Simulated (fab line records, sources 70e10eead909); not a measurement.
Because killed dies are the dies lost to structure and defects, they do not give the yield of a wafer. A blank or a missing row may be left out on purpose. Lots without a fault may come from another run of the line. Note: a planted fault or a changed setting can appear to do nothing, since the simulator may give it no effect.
fab line records ; flow nandHarc
record lots=6; wafers=18; lastDay=32
route steps=1302 shown A_DECK1_JOINT@533 A_ONON_D2@545 END@1302
lots that met no fault: from a run of the same line without faults
startH: hours from the record's opening day to when the first of the lot's shown wafers began ; waitH: how many hours have passed since the lot's step before this one ; " as in the row above ; L1.1+2: a row that stands for several wafers ; - no value, or no start was given ; * or withheld: withheld ; < > ~ a bound
route shown NAME@n: NAME is a module with steps in the file, n the number in the route of the first one ; usual: average and standard deviation across the fault-free wafers ; same: alike in all rows ; chamber/n: place in a boat ; sites: readings site by site ; _std_site: their standard deviation ; _edge_site: the outer-site mean with the inner-site mean subtracted ; radiusMm: for every site, how far away it sits from the centre of the wafer ; mask NAME#n: copy n ; behind: the last tool/chamber to shape the wafer ; hold: reason for holding the lot/hours on hold/outcome of the hold ; device: which transistor (n, p or np) failed to switch ; end of line: the route-end tests of the same wafers ; a step with no rows: only its recipe ; killed: at the first sort, the dies lost to defects and structure; wafer yield is something else ; map: dies across one wafer; x = killed, . = not, _ = none there
set.NAME: the run value of the setting; set.NAME@STEP: its run value at that earlier step ; model.NAME: the simulator's own value behind a step, which no gauge read
lots at some steps of the route; a table a step, a row a wafer
services: a tool's chamber out of use, with start hour (startH, from the record's first day; less than 0 if before it), hours out, and reason
## steps
# step NHARC_A_DECK1_JOINT_CVD_34
# recipe targetThkA=200; tempC=700; pressureMtorr=300; material=SiNx
# step NHARC_A_DECK1_JOINT_DEP_06
# recipe targetThkA=800; tempC=65; material=SiOx
# step NHARC_A_DECK1_JOINT_CURE_26
# recipe tempC=150; timeS=32; pressureAtm=0.395
# step NHARC_A_DECK1_JOINT_ANNEAL_27
# recipe tempC=400; timeS=3600; idleTempC=300; rampUpCPerMin=10; densificationPH2oTorr=640
# step NHARC_A_DECK1_JOINT_ANNEAL_28
# recipe tempC=500; timeS=1800; idleTempC=400; rampUpCPerMin=10; densificationPH2oTorr=640
# step NHARC_A_DECK1_JOINT_ANNEAL_29
# recipe tempC=750; timeS=1800; idleTempC=500; rampUpCPerMin=10; rampDownCPerMin=3
# step NHARC_A_DECK1_JOINT_CMP_02
# recipe material=SiOx
# usual motorCurrentA=11.5/0.94
lot.wafer;tool;chamber;startH;waitH;motorCurrentA
L773.1;cmp-04;2;301.68;0.4;10.3
L773.4;cmp-04;0;301.68;0.4;11.8
L773.6;cmp-04;1;301.68;0.4;11.4
L779.3;cmp-03;0;377.37;0.4;10.0
L779.2;cmp-03;2;377.37;0.4;11.2
L779.6;cmp-03;1;377.37;0.4;10.8
L781.3;cmp-03;1;397.05;0.4;11.8
L781.1;cmp-03;3;397.05;0.4;11.5
L781.6;cmp-03;1;397.05;0.4;12.3
L784.2;cmp-04;2;428.78;0.4;10.8
L784.5;cmp-04;2;428.78;0.4;10.0
L784.6;cmp-04;3;428.78;0.4;13.3
L786.2;cmp-03;3;447.18;0.4;11.7
L786.5;cmp-03;2;447.18;0.4;10.7
L786.6;cmp-03;3;447.18;0.4;12.0
L789.1;cmp-04;1;481.42;0.4;11.2
L789.3;cmp-04;2;481.42;0.4;11.0
L789.4;cmp-04;0;481.42;0.4;11.1
# step NHARC_A_DECK1_JOINT_SRD_15
# step NHARC_A_DECK1_JOINT_DEP_16
# recipe targetThkA=450; tempC=400; pressureTorr=6.5; rfW=900; teosFlowSccm=161.4; flowSccm=2650; targetThkNm=45; gas=O2; material=SiO2
# usual heaterPowerOuterW=308/81; heaterPowerW=567/110; showerheadVppV=1809/77; throttleValvePct=15.9/0.38
lot.wafer;tool;chamber;startH;waitH;heaterPowerOuterW;heaterPowerW;showerheadVppV;sinceWetCleanH;throttleValvePct
L773.1;pecvd-03;2;302.04;0.1;320;565;1784;104;16.6
L773.4;pecvd-03;0;302.04;0.1;210;459;1704;-;15.8
L773.6;pecvd-03;1;302.04;0.1;354;657;1954;-;15.4
L779.2;pecvd-04;1;381.01;0.2;229;459;1778;99;15.8
L779.3;pecvd-04;0;381.01;0.2;430;691;1758;99;16.0
L779.6;pecvd-04;1;381.01;0.2;236;461;1783;-;15.9
L781.3;pecvd-01;1;397.47;0.1;429;758;1705;73;15.4
L781.1;pecvd-01;2;397.47;0.1;451;769;1807;73;16.2
L781.6;pecvd-01;2;397.47;0.1;447;790;1760;-;16.3
L784.2;pecvd-03;1;429.17;0.1;359;680;1931;50;15.4
L784.5;pecvd-03;1;429.17;0.1;353;691;1919;-;15.9
L784.6;pecvd-03;2;429.17;0.1;274;474;1814;-;16.1
L786.2;pecvd-04;1;447.54;0.1;217;440;1830;165;16.1
L786.6;pecvd-04;1;447.54;0.1;213;431;1806;-;16.3
L786.5;pecvd-04;2;447.54;0.1;260;568;1950;-;16.1
L789.1;pecvd-04;2;481.84;0.1;166;432;1927;19;15.6
L789.3;pecvd-04;0;481.84;0.1;356;576;1765;19;15.6
L789.4;pecvd-04;1;481.84;0.1;228;426;1785;-;15.3
# step NHARC_A_DECK1_JOINT_THK_MEAS_17
# recipe thkMeasGauge=ellipsometry
# usual thkNm=44.8/1.1
lot.wafer;tool;chamber;startH;waitH;thkNm
L773.1;filmMetro-01;-;302.32;0.3;43.6
L773.4;filmMetro-01;-;302.32;0.3;44.9
L773.6;filmMetro-01;-;302.32;0.3;44.4
L779.2;filmMetro-01;-;381.29;0.3;44.6
L779.3;filmMetro-01;-;381.29;0.3;44.8
L779.6;filmMetro-01;-;381.29;0.3;44.4
L781.1;filmMetro-02;-;397.73;0.2;42.8
L781.3;filmMetro-02;-;397.73;0.2;43.5
L781.6;filmMetro-02;-;397.73;0.2;45.5
L784.2;filmMetro-02;-;429.45;0.3;43.9
L784.5;filmMetro-02;-;429.45;0.3;43.3
L784.6;filmMetro-02;-;429.45;0.3;46.1
L786.2;filmMetro-01;-;447.83;0.3;44.7
L786.5;filmMetro-01;-;447.83;0.3;44.7
L786.6;filmMetro-01;-;447.83;0.3;45.3
L789.1;filmMetro-02;-;482.10;0.2;45.0
L789.3;filmMetro-02;-;482.10;0.2;46.3
L789.4;filmMetro-02;-;482.10;0.2;45.7
# step NHARC_A_DECK1_JOINT_INSPECT_05
# usual rawDefectCount=301/110
lot.wafer;tool;chamber;startH;waitH;rawDefectCount
L773.1;defectInspect-02;-;302.36;0.0;280
L773.4;defectInspect-02;-;302.36;0.0;344
L773.6;defectInspect-02;-;302.36;0.0;287
L779.2;defectInspect-02;-;381.32;0.0;359
L779.3;defectInspect-02;-;381.32;0.0;275
L779.6;defectInspect-02;-;381.32;0.0;571
L781.1;defectInspect-02;-;397.76;0.0;240
L781.3;defectInspect-02;-;397.76;0.0;324
L781.6;defectInspect-02;-;397.76;0.0;306
L784.2;defectInspect-02;-;429.49;0.0;197
L784.5;defectInspect-02;-;429.49;0.0;313
L784.6;defectInspect-02;-;429.49;0.0;193
L786.2;defectInspect-02;-;447.86;0.0;232
L786.5;defectInspect-02;-;447.86;0.0;371
L786.6;defectInspect-02;-;447.86;0.0;282
L789.1;defectInspect-01;-;482.13;0.0;222
L789.3;defectInspect-01;-;482.13;0.0;381
L789.4;defectInspect-01;-;482.13;0.0;326
# step NHARC_A_ONON_D2_DEP_00
# recipe targetThkA=10000; n2FlowSccm=2750; n2oFlowSccm=2000; nh3FlowSccm=500; sih4FlowSccm=210; tempC=400
lot.wafer;tool;chamber;startH;waitH
L773.1+4+6;pecvdOnon-02;0;302.43;0.1
L779.2+3+6;pecvdOnon-02;0;381.45;0.1
L781.1+3+6;pecvdOnon-02;0;397.83;0.1
L784.2+5+6;pecvdOnon-04;0;429.72;0.2
L786.2+5+6;pecvdOnon-04;0;447.99;0.1
L789.1+3+4;pecvdOnon-02;0;482.20;0.1
# step NHARC_A_ONON_D2_THK_MEAS_02
# recipe thkMeasGauge=ellipsometry
# usual thkNm=1003/10
lot.wafer;tool;chamber;startH;waitH;hold;thkNm
L773.1;filmMetro-01;-;302.94;-;-;981
L773.4;filmMetro-01;-;302.94;-;-;982
L773.6;filmMetro-01;-;302.94;-;-;982
L779.2;filmMetro-01;-;381.90;-;awaitDispo/0.2h/release;1017
L779.3;filmMetro-01;-;381.90;-;awaitDispo/0.2h/release;1016
L779.6;filmMetro-01;-;381.90;-;awaitDispo/0.2h/release;752
L779.2;filmMetro-01;-;382.07;0.2;-;1016
L779.3;filmMetro-01;-;382.07;0.2;-;1016
L779.6;filmMetro-01;-;382.07;0.2;-;753
L781.1;filmMetro-01;-;398.34;-;awaitDispo/0.2h/release;991
L781.3;filmMetro-01;-;398.34;-;awaitDispo/0.2h/release;992
L781.6;filmMetro-01;-;398.34;-;awaitDispo/0.2h/release;729
L781.1;filmMetro-01;-;398.51;0.2;-;990
L781.3;filmMetro-01;-;398.51;0.2;-;990
L781.6;filmMetro-01;-;398.51;0.2;-;728
L784.2;filmMetro-02;-;430.17;-;-;997
L784.5;filmMetro-02;-;430.17;-;-;997
L784.6;filmMetro-02;-;430.17;-;-;995
L786.2;filmMetro-02;-;448.44;-;-;1004
L786.5;filmMetro-02;-;448.44;-;-;1004
L786.6;filmMetro-02;-;448.44;-;-;1005
L789.1;filmMetro-01;-;482.70;-;-;999
L789.3;filmMetro-01;-;482.70;-;-;1000
L789.4;filmMetro-01;-;482.70;-;-;998
# step NHARC_END_SORT_01
# recipe tempC=25
# usual killedAtArray=52/16; killedAtOther=0.8/1.1; killedAtPeriphery=4.2/2.5; killedDies=57/16; killedOpen=3.4/2; killedShort=2.6/1.6
# same grossDies=677
lot.wafer;tool;chamber;startH;waitH;hold;killedAtArray;killedAtOther;killedAtPeriphery;killedDies;killedOpen;killedShort
L779.2;prober-02;0;669.40;2.8;awaitDispo/2.5h/release;46;0;13;59;0;2
L779.3;prober-02;0;670.19;3.1;awaitDispo/2.5h/release;52;0;10;62;3;4
L779.6;prober-02;0;672.55;3.9;awaitDispo/2.5h/release;667;0;10;677;1;2
L781.1;prober-02;0;690.81;2.6;awaitDispo/1.2h/release;65;1;5;71;5;4
L781.3;prober-02;0;692.43;3.1;awaitDispo/1.2h/release;92;1;4;97;3;4
L781.6;prober-02;0;694.85;4.0;awaitDispo/1.2h/release;672;0;5;677;2;4
L784.2;prober-02;0;709.06;2.8;-;58;0;5;63;8;2
L784.5;prober-02;0;711.48;3.7;-;80;1;2;83;2;4
L784.6;prober-02;0;712.29;4.0;-;54;0;5;59;3;1
L786.2;prober-02;0;743.66;2.8;-;36;0;9;45;2;1
L786.5;prober-02;0;746.09;3.7;-;29;1;7;37;1;0
L786.6;prober-02;0;746.90;4.0;-;57;0;2;59;4;5
# killed by level:class
L779.2 A_CHANNEL_HOLE_D1:chamberFilmFlake=29 P_BONDPAD:chamberFilmFlake=6 P_CONTACT:chamberFilmFlake=4 A_STAIRCASE:chamberFilmFlake=4 A_CONTACT:chamberFilmFlake=4 P_STI:chamberFilmFlake=2 A_CHANNEL_FILL_D2:chamberFilmFlake=2 A_CHANNEL_HOLE_D2:chamberFilmFlake=2
L779.3 A_CHANNEL_HOLE_D1:chamberFilmFlake=23 A_CHANNEL_HOLE_D2:chamberFilmFlake=7 A_CONTACT:chamberFilmFlake=7 P_CONTACT:chamberFilmFlake=4 A_CHANNEL_FILL_D2:chamberFilmFlake=4 P_CONTACT:geometricParticle:open=2 P_BONDPAD:chamberFilmFlake=2 A_STAIRCASE:chamberFilmFlake=2
L779.6 A_ONON_D2:areaDep=628 A_CHANNEL_HOLE_D1:chamberFilmFlake=18 A_CHANNEL_HOLE_D2:chamberFilmFlake=8 P_BONDPAD:chamberFilmFlake=7 A_CONTACT:chamberFilmFlake=4 A_CHANNEL_FILL_D2:chamberFilmFlake=2 A_BLC:chamberFilmFlake=2 P_CONTACT:geometricParticle:short=1
L781.1 A_SLIT:chamberFilmFlake=21 A_CHANNEL_HOLE_D1:chamberFilmFlake=20 A_CHANNEL_HOLE_D2:chamberFilmFlake=11 A_CONTACT:chamberFilmFlake=4 P_CONTACT:chamberFilmFlake=2 A_WL_FILL:geometricParticle:short=2 A_M0:geometricParticle:open=2 P_M0:geometricParticle:open=1
L781.3 A_CHANNEL_HOLE_D1:chamberFilmFlake=31 A_SLIT:chamberFilmFlake=22 A_CHANNEL_HOLE_D2:chamberFilmFlake=20 A_STAIRCASE:chamberFilmFlake=5 A_CONTACT:chamberFilmFlake=5 A_ONON_D1:geometricParticle:short=3 P_STI:chamberFilmFlake=2 A_ZERO_WELL:chamberFilmFlake=2
L781.6 A_ONON_D2:areaDep=587 A_CHANNEL_HOLE_D1:chamberFilmFlake=35 A_SLIT:chamberFilmFlake=22 A_CHANNEL_HOLE_D2:chamberFilmFlake=13 A_CONTACT:chamberFilmFlake=5 A_STAIRCASE:chamberFilmFlake=4 P_CONTACT:chamberFilmFlake=3 A_ONON_D1:geometricParticle:short=2
L784.2 A_SLIT:chamberFilmFlake=15 A_CHANNEL_HOLE_D2:chamberFilmFlake=13 A_STAIRCASE:chamberFilmFlake=11 A_CHANNEL_HOLE_D1:chamberFilmFlake=5 A_CHANNEL_FILL_D1:chamberFilmFlake=3 P_GATE:geometricParticle:open=2 P_ZERO_WELL:chamberFilmFlake=2 A_CHANNEL_FILL_D1:geometricParticle:open=1
L784.5 A_SLIT:chamberFilmFlake=33 A_CHANNEL_HOLE_D2:chamberFilmFlake=16 A_CONTACT:chamberFilmFlake=8 A_CHANNEL_HOLE_D1:chamberFilmFlake=7 A_STAIRCASE:chamberFilmFlake=4 A_DECK1_JOINT:chamberFilmFlake=3 A_CHANNEL_FILL_D2:chamberFilmFlake=3 P_CONTACT:geometricParticle:short=1
L784.6 A_CHANNEL_HOLE_D2:chamberFilmFlake=18 A_SLIT:chamberFilmFlake=17 A_STAIRCASE:chamberFilmFlake=8 A_CHANNEL_HOLE_D1:chamberFilmFlake=4 A_CONTACT:chamberFilmFlake=2 P_GATE:geometricParticle:short=1 P_CONTACT:geometricParticle:open=1 A_CHANNEL_FILL_D2:geometricParticle:open=1
L786.2 A_CHANNEL_HOLE_D1:chamberFilmFlake=20 P_M2:chamberFilmFlake=6 A_STAIRCASE:chamberFilmFlake=6 A_SLIT:chamberFilmFlake=3 A_ZERO_WELL:chamberFilmFlake=2 A_CHANNEL_FILL_D2:chamberFilmFlake=2 A_CONTACT:chamberFilmFlake=2 P_STI:geometricParticle:short=1
L786.5 A_CHANNEL_HOLE_D1:chamberFilmFlake=20 P_M2:chamberFilmFlake=5 A_STAIRCASE:chamberFilmFlake=5 A_SLIT:chamberFilmFlake=2 A_ONON_D2:geometricParticle:open=1 P_ZERO_WELL:chamberFilmFlake=1 P_STI:chamberFilmFlake=1 A_WL_FILL:chamberFilmFlake=1
L786.6 A_CHANNEL_HOLE_D1:chamberFilmFlake=30 A_STAIRCASE:chamberFilmFlake=11 A_CONTACT:chamberFilmFlake=4 P_M2:chamberFilmFlake=2 A_CHANNEL_FILL_D1:geometricParticle:short=1 A_DECK1_JOINT:geometricParticle:short=1 A_DECK1_JOINT:geometricParticle:open=1 A_ONON_D2:geometricParticle:short=1
# map L779.6 (x killed, . not)
____________x____________
_________xxxxxxx_________
_______xxxxxxxxxxx_______
______xxxxxxxxxxxxx______
_____xxxxxxxxxxxxxxx_____
____xxxxxxxxxxxxxxxxx____
____xxxxxxxxxxxxxxxxx____
___xxxxxxxxxxxxxxxxxxx___
___xxxxxxxxxxxxxxxxxxx___
__xxxxxxxxxxxxxxxxxxxxx__
__xxxxxxxxxxxxxxxxxxxxx__
_xxxxxxxxxxxxxxxxxxxxxxx_
_xxxxxxxxxxxxxxxxxxxxxxx_
_xxxxxxxxxxxxxxxxxxxxxxx_
_xxxxxxxxxxxxxxxxxxxxxxx_
_xxxxxxxxxxxxxxxxxxxxxxx_
xxxxxxxxxxxxxxxxxxxxxxxxx
xxxxxxxxxxxxxxxxxxxxxxxxx
xxxxxxxxxxxxxxxxxxxxxxxxx
xxxxxxxxxxxxxxxxxxxxxxxxx
xxxxxxxxxxxxxxxxxxxxxxxxx
_xxxxxxxxxxxxxxxxxxxxxxx_
_xxxxxxxxxxxxxxxxxxxxxxx_
_xxxxxxxxxxxxxxxxxxxxxxx_
_xxxxxxxxxxxxxxxxxxxxxxx_
_xxxxxxxxxxxxxxxxxxxxxxx_
__xxxxxxxxxxxxxxxxxxxxx__
__xxxxxxxxxxxxxxxxxxxxx__
___xxxxxxxxxxxxxxxxxxx___
___xxxxxxxxxxxxxxxxxxx___
____xxxxxxxxxxxxxxxxx____
____xxxxxxxxxxxxxxxxx____
_____xxxxxxxxxxxxxxx_____
______xxxxxxxxxxxxx______
_______xxxxxxxxxxx_______
_________xxxxxxx_________
____________x____________
# map L781.6 (x killed, . not)
____________x____________
_________xxxxxxx_________
_______xxxxxxxxxxx_______
______xxxxxxxxxxxxx______
_____xxxxxxxxxxxxxxx_____
____xxxxxxxxxxxxxxxxx____
____xxxxxxxxxxxxxxxxx____
___xxxxxxxxxxxxxxxxxxx___
___xxxxxxxxxxxxxxxxxxx___
__xxxxxxxxxxxxxxxxxxxxx__
__xxxxxxxxxxxxxxxxxxxxx__
_xxxxxxxxxxxxxxxxxxxxxxx_
_xxxxxxxxxxxxxxxxxxxxxxx_
_xxxxxxxxxxxxxxxxxxxxxxx_
_xxxxxxxxxxxxxxxxxxxxxxx_
_xxxxxxxxxxxxxxxxxxxxxxx_
xxxxxxxxxxxxxxxxxxxxxxxxx
xxxxxxxxxxxxxxxxxxxxxxxxx
xxxxxxxxxxxxxxxxxxxxxxxxx
xxxxxxxxxxxxxxxxxxxxxxxxx
xxxxxxxxxxxxxxxxxxxxxxxxx
_xxxxxxxxxxxxxxxxxxxxxxx_
_xxxxxxxxxxxxxxxxxxxxxxx_
_xxxxxxxxxxxxxxxxxxxxxxx_
_xxxxxxxxxxxxxxxxxxxxxxx_
_xxxxxxxxxxxxxxxxxxxxxxx_
__xxxxxxxxxxxxxxxxxxxxx__
__xxxxxxxxxxxxxxxxxxxxx__
___xxxxxxxxxxxxxxxxxxx___
___xxxxxxxxxxxxxxxxxxx___
____xxxxxxxxxxxxxxxxx____
____xxxxxxxxxxxxxxxxx____
_____xxxxxxxxxxxxxxx_____
______xxxxxxxxxxxxx______
_______xxxxxxxxxxx_______
_________xxxxxxx_________
____________x____________
## services
tool;chamber;startH;hours;kind
pecvd-04;0;282.18;-;clean
pecvd-04;1;282.18;-;clean
pecvd-04;2;282.18;-;clean
cmp-03;-;300.79;0.4;repair
pecvd-04;-;303.80;1.0;repair
cmp-04;-;307.11;4.0;pm
cmp-04;-;311.11;-;consumableReplace:conditioner
pecvd-01;-;311.30;13.0;pm
pecvdOnon-04;-;311.54;13.0;pm
cmp-04;-;314.06;2.3;repair
cmp-04;-;355.50;1.8;repair
cmp-03;-;358.05;4.0;pm
pecvd-03;-;366.06;13.0;pm
pecvdOnon-02;-;366.16;13.0;pm
cmp-04;-;368.41;1.2;repair
cmp-04;-;405.11;4.0;pm
pecvd-01;0;411.01;3.8;repair
cmp-03;-;426.25;1.3;repair
cmp-04;-;433.57;9.1;repair
pecvd-01;-;447.24;2.4;repair
cmp-03;-;447.66;1.4;repair
pecvd-04;-;450.18;13.0;pm
pecvd-03;1;454.60;2.7;repair
cmp-03;-;456.08;4.0;pm
## key
firstSign step=NHARC_A_ONON_D2_THK_MEAS_02; reading=visit; direction=added
effect step=NHARC_A_ONON_D2_THK_MEAS_02; reading=thkNm; direction=down; sigmas=26; usual=1003; struck=741
effect step=NHARC_END_SORT_01; reading=killedAtArray; direction=up; sigmas=39; usual=52; struck=670
moreKillsBornAt NHARC_A_ONON_D2_DEP_00@pecvdOnon-02=1215
metAt NHARC_A_ONON_D2_DEP_00
struckWafers L779.6,L781.6
laterRowsLeftOut L779.6,L781.6
testerLeftOut L779,L781
onsetBetween 302.43 381.45
fault kind=processParameterDrift; tool=pecvdOnon-02; chamber=-; onsetH=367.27; steps=NHARC_A_ONON_D2_DEP_00; channel=targetThkA; offset=*; shape=step; endH=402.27; scope=struckWafersOnly; actsIn=*; stated=*
# testerLeftOut: of these lots the tester's yield and bins aren't shown, on N5 and GAA mostly nor the transistor test; their killed dies are dies lost to structure and defects alone, not to doping, threshold or leakage, so they don't give the yield
# laterRowsLeftOut: the simulator's readings of these wafers behind a module that went badly wrong aren't trusted and aren't shown, but for the sort
